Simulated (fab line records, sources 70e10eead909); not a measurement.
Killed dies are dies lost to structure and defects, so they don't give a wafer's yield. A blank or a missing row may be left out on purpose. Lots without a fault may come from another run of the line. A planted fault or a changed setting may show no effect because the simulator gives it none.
fab line records | flow nand_harc
record lots=6 wafers=18 last_day=24
route steps=1159 shown P_START@1 P_ZERO_WELL@2 P_STI@85 END@1159
lots that met no fault: from a run of the same line without faults
start_h: hours from the record's first day to the start of the lot's first wafer shown | wait_h: hours since the lot's step before | " the same as in the row above | L1.1+2: a row that stands for several wafers | - no value, or no start given | * or withheld: withheld | < > ~ a bound
route shown NAME@n: a module of which the file shows steps, and the number in the route of the first | usual: mean/standard deviation of fault-free wafers | same: alike in all rows | chamber/n: place in a boat | sites: the reading at each site | _std_site: their standard deviation | _edge_site: outer sites' mean less inner sites' | radius_mm: how far each site lies from the wafer's centre | mask NAME#n: copy n | behind: the tool/chamber that last shaped the wafer | hold: why the lot was held/for how many hours/how that ended | device: the transistor (n, p or np) that didn't switch | end of line: the same wafers' tests at the end of the route | a step without rows: its recipe alone | killed: dies lost to structure and defects at the first sort, not the wafer's yield | map: a wafer's dies, x killed, . not, _ none there
set.NAME: the setting as run; set.NAME@STEP: as run at that earlier step | model.NAME: the simulator's own value behind a step, which no gauge read
lots at some steps of the route; a table a step, a row a wafer
services: from which hour (start_h, from the record's first day; less than 0 if before it) a tool's chamber was out of use, for how many hours, and why
## steps
# step NHARC_P_START_INSPECT_01
# usual raw_defect_count=3.6/1.9
# columns lot.wafer tool chamber start_h wait_h raw_defect_count
L617.1 defect_inspect-01 - 36.04 - 7
L617.5 " - " " 6
L617.6 " - " " 2
L620.1 defect_inspect-02 - 54.03 - 6
L620.5 " - " " 3
L620.6 " - " " 4
L626.2 defect_inspect-01 - 90.04 - 8
L626.3 " - " " 4
L626.6 " - " " 4
L628.2 defect_inspect-01 - 102.04 - 4
L628.3 " - " " 4
L628.6 " - " " 4
L631.1 defect_inspect-01 - 120.04 - 4
L631.4 " - " " 4
L631.5 " - " " 4
L633.1 defect_inspect-01 - 132.04 - 2
L633.5 " - " " 9
L633.6 " - " " 9
# step NHARC_P_ZERO_WELL_PRECLEAN_00
# recipe time_s=600 temp_c=120 chemistry=SPM
# step NHARC_P_ZERO_WELL_SRD_01
# step NHARC_P_ZERO_WELL_PECVD_02
# recipe target_thk_a=100 temp_c=400 pressure_torr=6.5 rf_w=withheld teos_flow_sccm=withheld flow_sccm=2650 target_thk_nm=10 gas=O2 material=SiO2
# columns lot.wafer tool chamber start_h wait_h
L617.1+6+5 pecvd-03 2,0,2 36.52 -
L620.1+6+5 pecvd-02 2,1,0 54.54 -
L626.2+3+6 pecvd-03 2,0,2 90.48 -
L628.2+3+6 pecvd-03 2,0,2 102.45 -
L631.1+5+4 pecvd-02 0,2,1 120.48 -
L633.1+5+6 pecvd-01 0,2,0 132.70 -
# step NHARC_P_ZERO_WELL_DEHYDRATE_03
# recipe temp_c=150 time_s=120
# step NHARC_P_ZERO_WELL_HMDS_04
# recipe time_s=30
# step NHARC_P_ZERO_WELL_COAT_64
# recipe temp_c=200 time_s=65
# step NHARC_P_ZERO_WELL_COAT_05
# recipe spin_rpm=2000 resist_thk_nm=600
# step NHARC_P_ZERO_WELL_SOFTBAKE_06
# recipe temp_c=125 time_s=70
# step NHARC_P_ZERO_WELL_EBR_07
# step NHARC_P_ZERO_WELL_EXPOSE_08
# recipe na=0.55 target_cd_nm=500 dose_mj=33.8 mask_id=P_ZERO
# step NHARC_P_ZERO_WELL_PEB_09
# recipe peb_temp_c=128 peb_time_s=80
# step NHARC_P_ZERO_WELL_DEVELOP_10
# recipe time_s=50 dev_temp_c=22
# step NHARC_P_ZERO_WELL_CD_MEAS_11
# recipe target_cd_nm=500 landing_energy_ev=500
# usual cd_nm=499.3/1.3
# columns lot.wafer tool chamber start_h wait_h cd_nm
L617.1 cd_sem-02 0 37.24 - 499.1
L617.5 " 0 " " 499.1
L617.6 " 0 " " 500.0
L620.1 cd_sem-03 0 55.30 - 498.3
L620.5 " 0 " " 499.4
L620.6 " 0 " " 498.9
L626.2 cd_sem-02 0 91.11 - 499.0
L626.3 " 0 " " 498.6
L626.6 " 0 " " 499.2
L628.2 cd_sem-02 0 103.25 - 497.7
L628.3 " 0 " " 497.3
L628.6 " 0 " " 498.1
L631.1 cd_sem-02 0 121.11 - 501.2
L631.4 " 0 " " 500.2
L631.5 " 0 " " 499.4
L633.1 cd_sem-02 0 133.46 - 499.2
L633.5 " 0 " " 499.8
L633.6 " 0 " " 499.5
# step NHARC_P_ZERO_WELL_HARDBAKE_12
# recipe temp_c=118 time_s=65
# step NHARC_P_ZERO_WELL_DESCUM_13
# recipe time_s=3 o2_flow_sccm=200 ar_flow_sccm=0 bias_power_w=0 chemistry=O2
# usual drypump_motor_current_A=5.7/0.34 oes_product_au=1.000/0.0072 rf_vpp_V=57.7/0.87 showerhead_plenum_p_Torr=1.92/0.077 throttle_valve_pct=11.312/0.0092
# columns lot.wafer tool chamber start_h wait_h drypump_motor_current_A oes_product_au rf_hours_counter_h rf_vpp_V showerhead_plenum_p_Torr throttle_valve_pct
L617.1 rie_diel-05 3 37.44 - 6.4 0.994 2 58.0 1.93 11.314
L617.6 " 1 " " 5.8 0.995 - 58.5 1.86 11.313
L617.5 " 2 " " 5.3 0.993 - 56.7 1.84 11.302
L620.1 rie_diel-08 3 55.47 - 5.7 1.017 5 57.8 1.84 11.329
L620.6 " 2 " " 5.8 1.008 - 59.0 2.06 11.305
L620.5 " 3 " " 5.7 1.011 - 57.4 1.84 11.305
L626.3 rie_diel-13 0 91.28 - 5.9 0.996 13 57.2 1.85 11.321
L626.2 " 2 " " 5.1 1.002 12 58.4 1.82 11.312
L626.6 " 3 " " 5.6 1.005 - 58.4 2.03 11.301
L628.2 rie_diel-05 2 103.42 - 5.2 1.006 7 56.7 1.84 11.304
L628.3 " 3 " " 6.4 1.000 6 56.3 1.93 11.301
L628.6 " 0 " " 6.0 1.005 - 57.4 1.97 11.323
L631.4 rie_diel-08 3 121.26 - 5.7 0.999 10 56.8 1.84 11.316
L631.1 " 0 " " 5.7 1.005 11 57.9 1.88 11.294
L631.5 " 3 " " 5.7 1.006 - 57.4 1.84 11.315
L633.1 rie_diel-13 1 133.63 - 5.4 1.002 2 57.5 1.99 11.319
L633.5 " 0 " " 5.9 1.003 - 57.2 1.85 11.311
L633.6 " 1 " " 5.4 1.002 - 58.2 1.99 11.323
# step NHARC_P_ZERO_WELL_ETCH_65
# recipe target_depth_a=800 overetch_a=240 time_s=87.88 ion_energy_ev=200 n2_flow_sccm=150 h2_flow_sccm=150 ar_flow_sccm=0 rf_w=400 bias_w=150 chemistry=N2/H2
# usual bias_w=150.0/0.46 drypump_motor_current_A=5.7/0.36 oes_product_au=1.001/0.0082 rf_vpp_V=430.7/2.4 showerhead_plenum_p_Torr=2.04/0.082 throttle_valve_pct=14.171/0.009
# columns lot.wafer tool chamber start_h wait_h bias_w drypump_motor_current_A oes_product_au rf_hours_counter_h rf_vpp_V showerhead_plenum_p_Torr throttle_valve_pct
L617.1 rie_diel-05 2 37.50 0.1 149.7 5.3 1.001 2 427.2 1.96 14.161
L617.6 " 2 " " 150.3 5.2 0.989 - 429.0 1.96 14.160
L617.5 " 3 " " 149.1 6.4 1.011 - 430.7 2.06 14.170
L620.1 rie_diel-08 2 55.57 0.1 149.7 5.8 0.998 4 434.4 2.20 14.146
L620.5 " 3 " " 149.6 5.7 1.003 - 429.2 1.96 14.156
L620.6 " 0 " " 149.8 5.7 0.988 - 430.6 2.01 14.176
L626.3 rie_diel-13 3 91.35 0.1 149.7 5.6 1.021 13 434.7 2.17 14.176
L626.2 " 1 " " 149.7 5.4 1.015 11 433.1 2.13 14.165
L626.6 " 3 " " 150.7 5.6 1.014 - 434.3 2.17 14.172
L628.2 rie_diel-05 0 103.49 0.1 149.3 6.0 0.992 7 432.4 2.10 14.157
L628.3 " 2 " " 150.5 5.3 1.010 7 427.5 1.96 14.174
L628.6 " 1 " " 150.8 5.8 0.989 - 429.1 1.98 14.165
L631.1 rie_diel-08 0 121.35 0.1 150.0 5.7 1.003 11 429.9 2.01 14.168
L631.4 " 1 " " 149.6 5.9 1.000 10 430.0 2.05 14.170
L631.5 " 1 " " 150.0 5.9 0.992 - 431.5 2.05 14.184
L633.1 rie_diel-13 0 133.77 0.1 150.2 5.9 0.999 2 428.1 1.97 14.162
L633.6 " 1 " " 149.4 5.3 1.006 - 433.7 2.12 14.169
L633.5 " 0 " " 149.2 5.9 1.001 - 429.0 1.97 14.177
# step NHARC_P_ZERO_WELL_ETCH_62
# recipe target_depth_a=130 time_s=6.5 chf3_flow_sccm=50 ar_flow_sccm=200 rf_w=500 bias_w=200 chemistry=CHF3/Ar
# usual bias_w=200.1/0.63 drypump_motor_current_A=5.7/0.34 oes_product_au=0.961/0.016 rf_vpp_V=370.8/2.2 showerhead_plenum_p_Torr=2.35/0.091 throttle_valve_pct=20.217/0.0094
# columns lot.wafer tool chamber start_h wait_h bias_w drypump_motor_current_A oes_product_au rf_hours_counter_h rf_vpp_V showerhead_plenum_p_Torr throttle_valve_pct
L617.1 rie_diel-05 2 - - 199.5 5.2 0.956 3 368.3 2.26 20.214
L617.5 " 3 " " 199.6 6.4 0.980 - 371.4 2.37 20.232
L617.6 " 0 " " 199.6 6.0 0.965 - 372.3 2.41 20.212
L620.1 rie_diel-08 0 - - 201.1 5.7 0.914 5 369.8 2.31 20.237
L620.6 " 3 " " 200.2 5.7 0.935 - 369.3 2.26 20.215
L620.5 " 0 " " 200.9 5.7 0.925 - 371.6 2.31 20.230
L626.2 rie_diel-13 0 - - 201.0 5.9 0.971 13 369.6 2.27 20.233
L626.3 " 1 " " 200.4 5.3 0.981 11 373.2 2.44 20.223
L626.6 " 0 " " 201.0 5.9 0.962 - 367.1 2.27 20.219
L628.3 rie_diel-05 1 - - 198.4 5.8 0.950 7 369.0 2.28 20.206
L628.2 " 2 " " 199.0 5.2 0.962 7 369.6 2.25 20.225
L628.6 " 1 " " 199.1 5.8 0.958 - 368.9 2.28 20.217
L631.1 rie_diel-08 2 - - 200.2 5.8 0.984 9 375.0 2.52 20.213
L631.4 " 3 " " 198.8 5.7 0.964 10 368.4 2.26 20.226
L631.5 " 2 " " 200.1 5.8 0.976 - 374.7 2.52 20.223
L633.1 rie_diel-13 0 - - 199.3 5.9 0.928 2 368.3 2.27 20.213
L633.5 " 0 " " 199.9 5.9 0.923 - 369.9 2.27 20.213
L633.6 " 1 " " 200.2 5.4 0.935 - 372.4 2.43 20.203
# step NHARC_P_ZERO_WELL_ETCH_63
# recipe target_depth_a=1200 time_s=40.1 hbr_flow_sccm=150 cl2_flow_sccm=50 rf_w=400 icp_w=400 bias_w=100 chemistry=HBr/Cl2
# usual bias_w=100.0/0.34 drypump_motor_current_A=5.6/0.6 oes_product_au=1.000/0.0076 throttle_valve_pct=26.406/0.0087
# columns lot.wafer tool chamber start_h wait_h bias_w drypump_motor_current_A oes_product_au rf_hours_counter_h throttle_valve_pct
L617.1 rie_si-04 2 37.72 - 100.2 5.2 1.006 0.8 26.401
L617.6 " 0 " " 99.7 6.3 0.998 - 26.399
L617.5 " 1 " " 100.4 6.5 0.998 - 26.405
L620.1 rie_si-04 2 55.76 - 100.0 5.2 0.995 1.0 26.418
L620.6 " 3 " " 99.8 5.4 1.007 - 26.426
L620.5 " 0 " " 100.7 6.3 0.999 - 26.401
L626.3 rie_si-06 1 91.53 - 99.9 5.9 1.003 0.7 26.409
L626.2 " 2 " " 98.5 5.6 1.004 0.8 26.415
L626.6 " 2 " " 99.8 5.6 1.004 - 26.410
L628.2 rie_si-03 2 103.66 - 100.1 4.8 1.002 1.0 26.394
L628.3 " 1 " " 99.9 5.3 1.005 0.9 26.428
L628.6 " 3 " " 99.8 5.2 0.993 - 26.415
L631.4 rie_si-03 2 121.55 - 99.8 4.7 0.997 1.2 26.408
L631.1 " 3 " " 100.2 5.2 0.993 1.1 26.405
L631.5 " 1 " " 100.4 5.3 0.996 - 26.406
L633.1 rie_si-06 1 133.99 - 101.0 5.9 1.019 1.0 26.393
L633.5 " 0 " " 99.9 5.4 1.007 - 26.404
L633.6 " 1 " " 100.3 5.9 1.004 - 26.394
# step NHARC_P_ZERO_WELL_STRIP_15
# recipe time_s=900 temp_c=130 chemistry=SPM
# step NHARC_P_ZERO_WELL_DEHYDRATE_16
# recipe temp_c=150 time_s=120
# step NHARC_P_ZERO_WELL_HMDS_17
# recipe time_s=30
# step NHARC_P_ZERO_WELL_COAT_18
# recipe spin_rpm=withheld
# step NHARC_P_ZERO_WELL_SOFTBAKE_19
# recipe temp_c=122 time_s=95
# step NHARC_P_ZERO_WELL_EBR_20
# step NHARC_P_ZERO_WELL_EXPOSE_21
# recipe na=0.6 target_cd_nm=720 dose_mj=22.31 mask_id=P_NWELL
# step NHARC_P_ZERO_WELL_PEB_22
# recipe peb_temp_c=118 peb_time_s=85
# step NHARC_P_ZERO_WELL_DEVELOP_23
# recipe time_s=70
# step NHARC_P_ZERO_WELL_CD_MEAS_24
# recipe target_cd_nm=720 landing_energy_ev=500
# usual cd_nm=719.9/1.2
# columns lot.wafer tool chamber start_h wait_h cd_nm
L617.1 cd_sem-03 0 38.65 - 718.9
L617.5 " 0 " " 718.0
L617.6 " 0 " " 718.8
L620.1 cd_sem-01 0 56.65 - 720.1
L620.5 " 0 " " 719.3
L620.6 " 0 " " 718.9
L626.2 cd_sem-03 0 92.46 - 721.2
L626.3 " 0 " " 718.5
L626.6 " 0 " " 720.3
L628.2 cd_sem-01 0 104.59 - 719.1
L628.3 " 0 " " 720.2
L628.6 " 0 " " 719.1
L631.1 cd_sem-01 0 122.45 - 720.3
L631.4 " 0 " " 720.7
L631.5 " 0 " " 720.2
L633.1 cd_sem-01 0 134.92 - 718.6
L633.5 " 0 " " 719.0
L633.6 " 0 " " 720.7
# step NHARC_P_ZERO_WELL_HARDBAKE_25
# recipe temp_c=125 time_s=80
# step NHARC_P_ZERO_WELL_DESCUM_26
# recipe time_s=3 o2_flow_sccm=200 ar_flow_sccm=0 bias_power_w=0 chemistry=O2
# usual drypump_motor_current_A=5.7/0.35 oes_product_au=1.002/0.0075 rf_vpp_V=57.7/0.86 showerhead_plenum_p_Torr=1.92/0.08 throttle_valve_pct=11.310/0.0089
# columns lot.wafer tool chamber start_h wait_h drypump_motor_current_A oes_product_au rf_hours_counter_h rf_vpp_V showerhead_plenum_p_Torr throttle_valve_pct
L617.1 rie_diel-13 1 38.84 - 5.3 1.005 8 58.3 1.99 11.300
L617.6 " 2 " " 5.1 1.010 - 58.8 1.82 11.318
L617.5 " 3 " " 5.6 0.999 - 59.5 2.03 11.318
L620.1 rie_diel-08 0 56.83 - 5.7 1.008 5 58.4 1.89 11.318
L620.6 " 2 " " 5.8 1.002 - 57.7 2.06 11.306
L620.5 " 3 " " 5.7 1.010 - 57.8 1.84 11.307
L626.2 rie_diel-05 0 92.64 - 6.0 0.981 7 59.0 1.97 11.299
L626.3 " 1 " " 5.8 1.001 7 56.7 1.86 11.307
L626.6 " 3 " " 6.4 0.997 - 56.4 1.93 11.319
L628.3 rie_diel-05 1 104.74 - 5.8 1.001 7 56.7 1.86 11.318
L628.2 " 3 " " 6.4 1.009 6 58.0 1.93 11.318
L628.6 " 1 " " 5.8 1.001 - 57.1 1.86 11.322
L631.1 rie_diel-08 0 122.61 - 5.7 0.994 11 57.9 1.88 11.315
L631.4 " 1 " " 5.9 0.990 10 58.3 1.93 11.310
L631.5 " 1 " " 5.9 0.992 - 57.2 1.93 11.314
L633.1 rie_diel-05 3 135.09 - 6.4 1.005 8 57.3 1.93 11.321
L633.5 " 2 " " 5.2 1.001 - 57.6 1.84 11.300
L633.6 " 3 " " 6.4 1.000 - 57.9 1.93 11.315
# step NHARC_P_ZERO_WELL_IMPLANT_27
# recipe energy_kev=600 dose_cm2=1e+13 tilt_deg=7
# step NHARC_P_ZERO_WELL_IMPLANT_57
# recipe energy_kev=250 dose_cm2=4e+12 tilt_deg=7
# step NHARC_P_ZERO_WELL_INSPECT_43
# usual raw_defect_count=13/5.6
# columns lot.wafer tool chamber start_h wait_h raw_defect_count
L617.1 defect_inspect-01 - 43.52 0.6 15
L617.5 " - " " 21
L617.6 " - " " 9
L620.1 defect_inspect-01 - 61.66 0.6 14
L620.5 " - " " 16
L620.6 " - " " 17
L626.2 defect_inspect-02 - 97.63 0.5 15
L626.3 " - " " 473
L626.6 " - " " 18
L628.2 defect_inspect-02 - 109.58 0.5 18
L628.3 " - " " 458
L628.6 " - " " 6
L631.1 defect_inspect-01 - 127.59 0.6 6
L631.4 " - " " 5
L631.5 " - " " 9
L633.1 defect_inspect-02 - 140.11 0.6 6
L633.5 " - " " 11
L633.6 " - " " 9
# step NHARC_P_STI_INSPECT_11
# usual raw_defect_count=5.5/2.7
# columns lot.wafer tool chamber start_h wait_h raw_defect_count
L617.1 defect_inspect-02 - 61.85 0.0 7
L617.5 " - " " 2
L617.6 " - " " 4
L620.1 defect_inspect-01 - 77.38 0.0 4
L620.5 " - " " 3
L620.6 " - " " 3
L626.2 defect_inspect-01 - 114.65 0.0 4
L626.3 " - " " 474
L626.6 " - " " 7
L628.2 defect_inspect-01 - 126.65 0.0 3
L628.3 " - " " 440
L628.6 " - " " 14
L631.1 defect_inspect-02 - 140.40 0.0 4
L631.4 " - " " 1
L631.5 " - " " 2
L633.1 defect_inspect-01 - 155.42 0.0 5
L633.5 " - " " 6
L633.6 " - " " 4
# step NHARC_END_SORT_01
# recipe temp_c=25
# usual killed_at_array=28/12 killed_at_other=0.8/1.1 killed_at_periphery=3.6/2.3 killed_dies=32/12 killed_open=3.4/1.9 killed_short=2.0/1.3
# same gross_dies=677
# columns lot.wafer tool chamber start_h wait_h killed_at_array killed_at_other killed_at_periphery killed_dies killed_open killed_short
L626.3 prober-02 0 505.62 3.1 11 0 53 64 4 1
L628.3 prober-01 0 537.84 3.1 30 2 51 83 2 3
# killed by level:class
L626.3 P_ZERO_WELL:unspecified=47 A_CHANNEL_HOLE_D1:chamber_film_flake=5 A_CONTACT:geometric_particle:open=2 P_GATE:chamber_film_flake=2 P_M1:chamber_film_flake=2 A_ONON_D1:geometric_particle:open=1 A_ONON_D1:geometric_particle:short=1 A_CHANNEL_HOLE_D1:geometric_particle:open=1
L628.3 P_ZERO_WELL:unspecified=51 A_CHANNEL_HOLE_D1:chamber_film_flake=17 A_WL_FILL:chamber_film_flake=6 A_CONTACT:chamber_film_flake=3 A_WL_FILL:geometric_particle:short=1 A_CONTACT:geometric_particle:short=1 A_CONTACT:geometric_particle:open=1 STARTING-WAFER:geometric_particle:short=1
# map L626.3 (x killed, . not)
____________.____________
_________......._________
_______..........._______
______.............______
_____..............._____
____.................____
____.................____
___...................___
___...................___
__.....................__
__.....................__
_......................._
_......................._
_.............x........._
_xx....................._
_...................x..._
xxxxx........xx..........
xxxx........x......x.....
xxxxx....................
xxxx........x......xx....
xxxx.......x.............
_xxx...................x_
_xxxx..x.........x......_
_xxxx..................._
_xxxx..................._
_xxxx..................._
__x.x..................__
__x..x.................__
___....x..............___
___x..................___
____......x..........____
____.................____
_____..............x_____
______.............______
_______..........._______
_________......._________
____________.____________
# map L628.3 (x killed, . not)
____________.____________
_________......._________
_______..........._______
______.............______
_____..............._____
____.................____
____...x.............____
___...................___
___...................___
__.....................__
__.....................__
_......................._
_......................._
_...x..................._
_.x....................._
_.x....................x_
xxx...................xxx
xxxx.x..x........x...xxxx
xxxx...................xx
xxxxx...................x
xxxxxx................x.x
_xxxxx...............xxx_
_xxxx..x......xxx......x_
_xxxxx.................._
_xxx...................._
_xxxx..................._
__xxx..............x...__
__x................x...__
___...................___
___........x..........___
____.................____
____..x.......x......____
_____..............x_____
______.............______
_______..........._______
_________....x.._________
____________x____________
## services
# columns tool chamber start_h hours kind
rie_diel-05 0 20.24 - clean
rie_diel-05 1 20.24 - clean
rie_diel-05 2 20.24 - clean
rie_diel-05 3 20.24 - clean
rie_diel-05 0 44.74 - clean
rie_diel-05 1 44.74 - clean
rie_diel-05 2 44.74 - clean
rie_diel-05 3 44.74 - clean
pecvd-01 - 56.05 13.0 pm
rie_diel-05 3 60.80 5.5 repair
rie_diel-05 0 69.24 - clean
rie_diel-05 1 69.24 - clean
rie_diel-05 2 69.24 - clean
rie_diel-05 3 69.24 - clean
pecvd-01 0 83.88 10.2 repair
pecvd-01 1 94.73 4.3 repair
rie_diel-13 - 99.00 9.0 pm
rie_si-04 - 99.00 9.0 pm
pecvd-02 2 105.61 9.4 repair
pecvd-03 - 111.13 13.0 pm
rie_diel-08 - 124.80 9.0 pm
rie_diel-13 3 129.03 8.8 repair
pecvd-03 - 131.03 1.6 repair
rie_diel-13 2 131.68 11.2 repair
## key
first_sign step=NHARC_P_ZERO_WELL_INSPECT_43 reading=raw_defect_count direction=up sigmas=80 usual=13 struck=466
effect step=NHARC_P_STI_INSPECT_11 reading=raw_defect_count direction=up sigmas=99+ usual=5.5 struck=457
effect step=NHARC_END_SORT_01 reading=killed_at_periphery direction=up sigmas=21 usual=3.6 struck=52
more_kills_born_at NHARC_P_ZERO_WELL_PECVD_02@pecvd-03=98
met_at NHARC_P_ZERO_WELL_PECVD_02
struck_wafers L626.3,L628.3
tester_left_out L626,L628
onset_between 36.52 90.48
fault kind=chamber_particle_source tool=pecvd-03 chamber=0 onset_h=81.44 steps=NHARC_P_ZERO_WELL_PECVD_02 rate_per_visit_cm2=0.71649 end_h=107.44
# tester_left_out: of these lots the tester's yield and bins aren't shown, on N5 and GAA mostly nor the transistor test; their killed dies are dies lost to structure and defects alone, not to doping, threshold or leakage, so they don't give the yield
